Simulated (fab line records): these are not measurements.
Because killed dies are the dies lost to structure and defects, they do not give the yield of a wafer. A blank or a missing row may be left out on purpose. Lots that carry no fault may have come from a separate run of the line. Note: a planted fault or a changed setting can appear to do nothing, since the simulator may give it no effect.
Matching of chambers | flow nandHarc | 4 sister chambers for NHARC_A_STAIRCASE_ETCH_253 on rieDiel-01
The step etches the open film in C4F8/O2, target depth 50 nm, time 20.2 s. 4 wafers are shown with their chamber, then 8 later ones without.

## WAFERS PAIRED WITH THEIR CHAMBERS
wafer  | chamber | rfVppV (V)
L086.1 | 0       | 900
L086.3 | 1       | 905
L086.6 | 3       | 889
L088.1 | 2       | 898

## WAFERS WITH NO CHAMBER GIVEN
wafer  | rfVppV (V)
L088.3 | 905
L088.4 | 889
L092.2 | 899
L092.3 | 898
L092.5 | 889
L096.2 | 889
L096.5 | 897
L096.6 | 887

## THE CHAMBER EACH PASSED THROUGH
wafer  | from the rows above     | in truth
L088.3 | 1                       | 1
L088.4 | 3                       | 3
L092.2 | can't be placed: 0 or 2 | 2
L092.3 | 2                       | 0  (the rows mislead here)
L092.5 | 3                       | 3
L096.2 | 3                       | 3
L096.5 | 2                       | 2
L096.6 | 3                       | 3
Correct placement for 6 of the 8. Unplaceable from these rows: 1, with the true chamber sitting among the candidates in 1. 1 placed wrongly.
How it was worked out, from the rows above alone: a wafer's distance from a chamber is the root of the sum, over the readings, of the square of ((its reading less the chamber's mean) divided by the reading's scatter). If the next closest chamber is less than 2 further off than the closest, the wafer can't be placed; otherwise it belongs to the closest. The mean given for a chamber averages the wafers shown for that chamber. The scatter: root of mean squared gap, hidden wafer to nearest shown wafer, with one shown wafer a chamber.
